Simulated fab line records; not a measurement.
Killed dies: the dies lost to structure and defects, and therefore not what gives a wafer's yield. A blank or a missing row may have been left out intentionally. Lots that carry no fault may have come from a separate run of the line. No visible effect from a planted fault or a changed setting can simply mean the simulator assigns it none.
The tool behind it: which one? / flow n5-finfet / 9 lots, 25 wafers sampled, at 6 steps of a route of 1938

## WHAT THE GAUGES SHOWED, per wafer
N5_BEOL_M0_SAQP_CD_MEAS_25: target cd 13.1 nm.
lot=L624; measured=day 6 04:16; on=cd-sem-02; cd-nm (nm)=12.96 12.43 12.90
lot=L625; measured=day 6 07:40; on=cd-sem-02; cd-nm (nm)=12.86 12.95 12.61
lot=L626; measured=day 6 10:23; on=cd-sem-03; cd-nm (nm)=12.77 12.62 13.26
lot=L629; measured=day 7 10:17; on=cd-sem-03; cd-nm (nm)=12.82 16.33
lot=L630; measured=day 7 16:26; on=cd-sem-01; cd-nm (nm)=13.00 13.00 12.89
lot=L631; measured=day 8 02:04; on=cd-sem-03; cd-nm (nm)=12.92 16.39
lot=L641; measured=day 10 10:35; on=cd-sem-02; cd-nm (nm)=12.70 13.05 12.72
lot=L642; measured=day 10 15:56; on=cd-sem-02; cd-nm (nm)=13.02 13.03 12.57
lot=L643; measured=day 10 16:23; on=cd-sem-01; cd-nm (nm)=12.79 12.78 12.77

N5_BEOL_M4_RC_MEAS_101.
lot=L624; measured=day 8 05:29; on=prober-01; DIBL_N (mV/V)=33.7 35.4 35.9; DIBL_P (mV/V)=35.2 37.1 37.6; IOFF_N (nA/um)=0.14 0.16 0.18; IOFF_P (nA/um)=0.21 0.23 0.23; ION_N (uA/um)=667 674 682; ION_P (uA/um)=469 473 473; SS_N (mV/dec)=70.5 71.1 71.9; SS_P (mV/dec)=72.9 73.2 74.0; VT_N (mV)=252 250 248; VT_P (mV)=-250 -248 -250
lot=L625; measured=day 8 07:13; on=prober-02; DIBL_N (mV/V)=36.6 39.1 39.0; DIBL_P (mV/V)=37.7 41.7 41.1; IOFF_N (nA/um)=0.20 0.27 0.27; IOFF_P (nA/um)=0.26 0.34 0.34; ION_N (uA/um)=688 713 696; ION_P (uA/um)=468 482 476; SS_N (mV/dec)=72.1 71.7 72.7; SS_P (mV/dec)=73.4 74.9 74.9; VT_N (mV)=243 240 240; VT_P (mV)=-246 -244 -243
lot=L626; measured=day 8 10:10; on=prober-02; DIBL_N (mV/V)=35.5 34.1 36.4; DIBL_P (mV/V)=34.9 33.8 35.9; IOFF_N (nA/um)=0.14 0.12 0.17; IOFF_P (nA/um)=0.19 0.18 0.21; ION_N (uA/um)=667 673 689; ION_P (uA/um)=464 467 467; SS_N (mV/dec)=70.9 70.8 71.2; SS_P (mV/dec)=73.4 72.8 72.6; VT_N (mV)=251 250 247; VT_P (mV)=-251 -254 -250
lot=L629; measured=day 9 19:37; on=prober-02; DIBL_N (mV/V)=37.1; DIBL_P (mV/V)=38.6; IOFF_N (nA/um)=0.19; IOFF_P (nA/um)=0.27; ION_N (uA/um)=691; ION_P (uA/um)=477; SS_N (mV/dec)=71.7; SS_P (mV/dec)=73.7; VT_N (mV)=246; VT_P (mV)=-247
lot=L630; measured=day 10 02:51; on=prober-01; DIBL_N (mV/V)=35.0 37.7 35.9; DIBL_P (mV/V)=34.7 37.1 35.6; IOFF_N (nA/um)=0.13 0.17 0.14; IOFF_P (nA/um)=0.21 0.25 0.24; ION_N (uA/um)=654 668 655; ION_P (uA/um)=466 464 464; SS_N (mV/dec)=71.3 71.3 70.4; SS_P (mV/dec)=72.4 73.0 72.9; VT_N (mV)=254 250 252; VT_P (mV)=-251 -247 -247
lot=L631; measured=day 10 17:38; on=prober-01; DIBL_N (mV/V)=37.1; DIBL_P (mV/V)=37.4; IOFF_N (nA/um)=0.17; IOFF_P (nA/um)=0.22; ION_N (uA/um)=678; ION_P (uA/um)=464; SS_N (mV/dec)=72.0; SS_P (mV/dec)=73.7; VT_N (mV)=250; VT_P (mV)=-250
lot=L641; measured=day 12 23:57; on=prober-01; DIBL_N (mV/V)=35.2 37.4 36.4; DIBL_P (mV/V)=34.0 36.2 34.2; IOFF_N (nA/um)=0.13 0.18 0.15; IOFF_P (nA/um)=0.18 0.22 0.19; ION_N (uA/um)=668 685 661; ION_P (uA/um)=460 467 455; SS_N (mV/dec)=71.4 71.3 70.8; SS_P (mV/dec)=72.7 72.8 73.1; VT_N (mV)=250 245 249; VT_P (mV)=-253 -251 -252
lot=L642; measured=day 12 20:08; on=prober-02; DIBL_N (mV/V)=36.3 35.5 34.4; DIBL_P (mV/V)=37.8 35.8 34.4; IOFF_N (nA/um)=0.16 0.14 0.12; IOFF_P (nA/um)=0.21 0.19 0.16; ION_N (uA/um)=675 671 667; ION_P (uA/um)=458 461 454; SS_N (mV/dec)=70.9 70.7 71.0; SS_P (mV/dec)=73.4 73.3 73.1; VT_N (mV)=251 252 253; VT_P (mV)=-251 -251 -254
lot=L643; measured=day 13 14:12; on=prober-01; DIBL_N (mV/V)=37.8 36.2 37.1; DIBL_P (mV/V)=37.2 34.0 34.9; IOFF_N (nA/um)=0.16 0.12 0.15; IOFF_P (nA/um)=0.25 0.19 0.21; ION_N (uA/um)=669 673 675; ION_P (uA/um)=459 462 470; SS_N (mV/dec)=71.8 71.5 70.9; SS_P (mV/dec)=73.6 72.6 72.3; VT_N (mV)=247 255 249; VT_P (mV)=-247 -251 -249

## WHAT TOOL EACH LOT RAN ON (gives the tool, then ch and the chambers of the sampled wafers, and finally the start)
lot=L624; N5_BEOL_M0_SAQP_DESCUM_19=rie-diel-05 ch 0,1,2, day 6 02:41; N5_BEOL_M0_SAQP_STRIP_86=rie-diel-02 ch 0,3, day 6 03:04; N5_BEOL_M0_SAQP_SPACER1_ALD_98=ald-sin-01 ch 0,2,3, day 6 03:36; N5_BEOL_M0_SAQP_RECESS_104=vapor-etch-01 ch 0,1, day 6 04:35
lot=L625; N5_BEOL_M0_SAQP_DESCUM_19=rie-diel-06 ch 0,1,3, day 6 06:07; N5_BEOL_M0_SAQP_STRIP_86=rie-diel-06 ch 0,1,2, day 6 06:29; N5_BEOL_M0_SAQP_SPACER1_ALD_98=ald-sin-02 ch 0,2,3, day 6 07:00; N5_BEOL_M0_SAQP_RECESS_104=vapor-etch-01 ch 1, day 6 07:56
lot=L626; N5_BEOL_M0_SAQP_DESCUM_19=rie-diel-06 ch 0,1,2, day 6 08:37; N5_BEOL_M0_SAQP_STRIP_86=rie-diel-06 ch 2,3, day 6 09:00; N5_BEOL_M0_SAQP_SPACER1_ALD_98=ald-sin-02 ch 0,1,3, day 6 09:43; N5_BEOL_M0_SAQP_RECESS_104=vapor-etch-01 ch 1, day 6 10:41
lot=L629; N5_BEOL_M0_SAQP_DESCUM_19=rie-diel-02 ch 0,1, day 7 08:34; N5_BEOL_M0_SAQP_STRIP_86=rie-diel-05 ch 0,3, day 7 09:04; N5_BEOL_M0_SAQP_SPACER1_ALD_98=ald-sin-02 ch 2,3, day 7 09:37; N5_BEOL_M0_SAQP_RECESS_104=vapor-etch-02 ch 1, day 7 10:32
lot=L630; N5_BEOL_M0_SAQP_DESCUM_19=rie-diel-06 ch 0,1,2, day 7 14:51; N5_BEOL_M0_SAQP_STRIP_86=rie-diel-06 ch 1,2, day 7 15:14; N5_BEOL_M0_SAQP_SPACER1_ALD_98=ald-sin-01 ch 2,3, day 7 15:46; N5_BEOL_M0_SAQP_RECESS_104=vapor-etch-01 ch 0,1, day 7 16:41
lot=L631; N5_BEOL_M0_SAQP_DESCUM_19=rie-diel-02 ch 0,1, day 8 00:20; N5_BEOL_M0_SAQP_STRIP_86=rie-diel-06 ch 0,1, day 8 00:43; N5_BEOL_M0_SAQP_SPACER1_ALD_98=ald-sin-02 ch 1,2, day 8 01:14; N5_BEOL_M0_SAQP_RECESS_104=vapor-etch-01 ch 1, day 8 02:20
lot=L641; N5_BEOL_M0_SAQP_DESCUM_19=rie-diel-05 ch 0,3, day 10 08:46; N5_BEOL_M0_SAQP_STRIP_86=rie-diel-05 ch 0,3, day 10 09:13; N5_BEOL_M0_SAQP_SPACER1_ALD_98=ald-sin-01 ch 1,3, day 10 09:55; N5_BEOL_M0_SAQP_RECESS_104=vapor-etch-02 ch 0,1, day 10 10:51
lot=L642; N5_BEOL_M0_SAQP_DESCUM_19=rie-diel-05 ch 1,2, day 10 12:52; N5_BEOL_M0_SAQP_STRIP_86=rie-diel-02 ch 0,1, day 10 13:14; N5_BEOL_M0_SAQP_SPACER1_ALD_98=ald-sin-03 ch 0,1, day 10 15:14; N5_BEOL_M0_SAQP_RECESS_104=vapor-etch-02 ch 0,1, day 10 16:19
lot=L643; N5_BEOL_M0_SAQP_DESCUM_19=rie-diel-05 ch 0,1,3, day 10 14:26; N5_BEOL_M0_SAQP_STRIP_86=rie-diel-02 ch 0,1,3, day 10 14:50; N5_BEOL_M0_SAQP_SPACER1_ALD_98=ald-sin-01 ch 0,2,3, day 10 15:38; N5_BEOL_M0_SAQP_RECESS_104=vapor-etch-02 ch 0,1, day 10 16:46
- N5_BEOL_M0_SAQP_DESCUM_19: chemistry O2, time 7.9 s.
- N5_BEOL_M0_SAQP_STRIP_86: strips in N2/H2.
- N5_BEOL_M0_SAQP_SPACER1_ALD_98: deposits SiO2, target thk 12.8 nm, pulse time 1 s, purge time 2 s.
- N5_BEOL_M0_SAQP_RECESS_104: chemistry HF/NH3, target SiO2, target depth 18 nm, afs cycles 3, sublimation time 60 s.

## WHAT THE TOOLS THEMSELVES READ (means of the sampled wafers that have a number; where no wafer has one, the mark that the record gives instead)
N5_BEOL_M0_SAQP_DESCUM_19.
lot=L624; tool=rie-diel-05; drypump-motor-current-A (A)=5.6; oes-product-au (a.u.)=0.78; rf-vpp-V (V)=242.9; showerhead-plenum-p-Torr (Torr)=2.09; temp-c (C)=39.84; throttle-valve-pct (%)=20.58
lot=L625; tool=rie-diel-06; drypump-motor-current-A (A)=6.1; oes-product-au (a.u.)=0.81; rf-vpp-V (V)=244.5; showerhead-plenum-p-Torr (Torr)=2.13; temp-c (C)=40.01; throttle-valve-pct (%)=20.17
lot=L626; tool=rie-diel-06; drypump-motor-current-A (A)=5.9; oes-product-au (a.u.)=0.78; rf-vpp-V (V)=244.2; showerhead-plenum-p-Torr (Torr)=2.09; temp-c (C)=40.08; throttle-valve-pct (%)=20.31
lot=L629; tool=rie-diel-02; drypump-motor-current-A (A)=5.4; oes-product-au (a.u.)=0.72; rf-vpp-V (V)=243.8; showerhead-plenum-p-Torr (Torr)=2.08; temp-c (C)=39.95; throttle-valve-pct (%)=20.87
lot=L630; tool=rie-diel-06; drypump-motor-current-A (A)=5.9; oes-product-au (a.u.)=0.77; rf-vpp-V (V)=244.0; showerhead-plenum-p-Torr (Torr)=2.09; temp-c (C)=39.93; throttle-valve-pct (%)=20.32
lot=L631; tool=rie-diel-02; drypump-motor-current-A (A)=5.4; oes-product-au (a.u.)=0.72; rf-vpp-V (V)=243.4; showerhead-plenum-p-Torr (Torr)=2.08; temp-c (C)=39.88; throttle-valve-pct (%)=20.88
lot=L641; tool=rie-diel-05; drypump-motor-current-A (A)=5.8; oes-product-au (a.u.)=0.72; rf-vpp-V (V)=243.5; showerhead-plenum-p-Torr (Torr)=2.11; temp-c (C)=40.05; throttle-valve-pct (%)=20.39
lot=L642; tool=rie-diel-05; drypump-motor-current-A (A)=5.5; oes-product-au (a.u.)=0.80; rf-vpp-V (V)=243.2; showerhead-plenum-p-Torr (Torr)=2.13; temp-c (C)=40.02; throttle-valve-pct (%)=20.60
lot=L643; tool=rie-diel-05; drypump-motor-current-A (A)=5.8; oes-product-au (a.u.)=0.77; rf-vpp-V (V)=243.1; showerhead-plenum-p-Torr (Torr)=2.09; temp-c (C)=40.06; throttle-valve-pct (%)=20.46

N5_BEOL_M0_SAQP_STRIP_86.
lot=L624; tool=rie-diel-02; drypump-motor-current-A (A)=5.3; oes-product-au (a.u.)=0.75; rf-vpp-V (V)=122.5; showerhead-plenum-p-Torr (Torr)=3.49; temp-c (C)=39.99; throttle-valve-pct (%)=18.9
lot=L625; tool=rie-diel-06; drypump-motor-current-A (A)=5.8; oes-product-au (a.u.)=0.78; rf-vpp-V (V)=122.4; showerhead-plenum-p-Torr (Torr)=3.37; temp-c (C)=40.08; throttle-valve-pct (%)=18.8
lot=L626; tool=rie-diel-06; drypump-motor-current-A (A)=6.1; oes-product-au (a.u.)=0.71; rf-vpp-V (V)=121.0; showerhead-plenum-p-Torr (Torr)=3.38; temp-c (C)=39.92; throttle-valve-pct (%)=19.3
lot=L629; tool=rie-diel-05; drypump-motor-current-A (A)=5.9; oes-product-au (a.u.)=0.73; rf-vpp-V (V)=122.1; showerhead-plenum-p-Torr (Torr)=3.35; temp-c (C)=39.97; throttle-valve-pct (%)=19.1
lot=L630; tool=rie-diel-06; drypump-motor-current-A (A)=6.4; oes-product-au (a.u.)=0.81; rf-vpp-V (V)=123.6; showerhead-plenum-p-Torr (Torr)=3.48; temp-c (C)=40.08; throttle-valve-pct (%)=18.9
lot=L631; tool=rie-diel-06; drypump-motor-current-A (A)=5.9; oes-product-au (a.u.)=0.81; rf-vpp-V (V)=120.5; showerhead-plenum-p-Torr (Torr)=3.39; temp-c (C)=39.95; throttle-valve-pct (%)=18.6
lot=L641; tool=rie-diel-05; drypump-motor-current-A (A)=5.8; oes-product-au (a.u.)=0.72; rf-vpp-V (V)=121.7; showerhead-plenum-p-Torr (Torr)=3.39; temp-c (C)=39.99; throttle-valve-pct (%)=19.0
lot=L642; tool=rie-diel-02; drypump-motor-current-A (A)=5.3; oes-product-au (a.u.)=0.81; rf-vpp-V (V)=122.1; showerhead-plenum-p-Torr (Torr)=3.51; temp-c (C)=40.00; throttle-valve-pct (%)=19.2
lot=L643; tool=rie-diel-02; drypump-motor-current-A (A)=5.4; oes-product-au (a.u.)=0.81; rf-vpp-V (V)=122.3; showerhead-plenum-p-Torr (Torr)=3.51; temp-c (C)=40.14; throttle-valve-pct (%)=19.2

N5_BEOL_M0_SAQP_SPACER1_ALD_98.
lot=L624; tool=ald-sin-01; heater-power-w (W)=478; precursor-pulse-height-rel=0.992
lot=L625; tool=ald-sin-02; heater-power-w (W)=479; precursor-pulse-height-rel=0.983
lot=L626; tool=ald-sin-02; heater-power-w (W)=463; precursor-pulse-height-rel=0.977
lot=L629; tool=ald-sin-02; heater-power-w (W)=490; precursor-pulse-height-rel=1.006
lot=L630; tool=ald-sin-01; heater-power-w (W)=494; precursor-pulse-height-rel=0.976
lot=L631; tool=ald-sin-02; heater-power-w (W)=472; precursor-pulse-height-rel=0.987
lot=L641; tool=ald-sin-01; heater-power-w (W)=511; precursor-pulse-height-rel=0.974
lot=L642; tool=ald-sin-03; heater-power-w (W)=509; precursor-pulse-height-rel=0.992
lot=L643; tool=ald-sin-01; heater-power-w (W)=482; precursor-pulse-height-rel=1.010

N5_BEOL_M0_SAQP_RECESS_104.
lot=L624; tool=vapor-etch-01; drypump-motor-current-A (A)=5.6; foreline-p-Torr (Torr)=0.1280; temp-c (C)=29.98
lot=L625; tool=vapor-etch-01; drypump-motor-current-A (A)=5.9; foreline-p-Torr (Torr)=0.1282; temp-c (C)=29.99
lot=L626; tool=vapor-etch-01; drypump-motor-current-A (A)=5.9; foreline-p-Torr (Torr)=0.1278; temp-c (C)=30.08
lot=L629; tool=vapor-etch-02; drypump-motor-current-A (A)=5.8; foreline-p-Torr (Torr)=0.1275; temp-c (C)=30.01
lot=L630; tool=vapor-etch-01; drypump-motor-current-A (A)=5.6; foreline-p-Torr (Torr)=0.1276; temp-c (C)=29.99
lot=L631; tool=vapor-etch-01; drypump-motor-current-A (A)=5.9; foreline-p-Torr (Torr)=0.1275; temp-c (C)=29.98
lot=L641; tool=vapor-etch-02; drypump-motor-current-A (A)=5.3; foreline-p-Torr (Torr)=0.1280; temp-c (C)=29.98
lot=L642; tool=vapor-etch-02; drypump-motor-current-A (A)=5.5; foreline-p-Torr (Torr)=0.1280; temp-c (C)=30.03
lot=L643; tool=vapor-etch-02; drypump-motor-current-A (A)=5.5; foreline-p-Torr (Torr)=0.1283; temp-c (C)=29.94

## THE ANSWER, worked out from the rows above alone
Rule: usual is defined by the lots themselves. Put in order of their means at a reading, lots are off if they are a third of the lots or fewer, leave a main group of 4 or more, and stand apart from it by a gap of 3 or more times the standard deviation of the main group's means; of several such gaps the widest counts. If all means in a main group match to the digits the tables above print for the reading, that group is not used. A lot without any number at a reading at which 4 lots or more have one is off too. All remaining lots with rows at the step are treated as sound. The gauges are gone through in route order, then the tools' own readings, and for those a lot's mean is taken as printed above. The first step at which some lot is off is used, and at that step the reading that is off furthest; a lot without a number counts as furthest.
Off, at N5_BEOL_M0_SAQP_CD_MEAS_25 on cd-nm: L629, L631. For the main group the mean is 12.84 nm and the standard deviation 0.064.
If a tool, at a process step before that reading, ran all the lots that are off and no sound lot after the first of them, it fits. The gauges at N5_BEOL_M0_SAQP_CD_MEAS_25 aren't tried: what is off there is off at N5_BEOL_M0_SAQP_DESCUM_19 too, on other tools, and a gauge's error can't cause that. 2 tools fit, rie-diel-02 at N5_BEOL_M0_SAQP_DESCUM_19 and ald-sin-02 at N5_BEOL_M0_SAQP_SPACER1_ALD_98, so this cannot tell which one it is.

## WHAT THE SIMULATOR PUT IN
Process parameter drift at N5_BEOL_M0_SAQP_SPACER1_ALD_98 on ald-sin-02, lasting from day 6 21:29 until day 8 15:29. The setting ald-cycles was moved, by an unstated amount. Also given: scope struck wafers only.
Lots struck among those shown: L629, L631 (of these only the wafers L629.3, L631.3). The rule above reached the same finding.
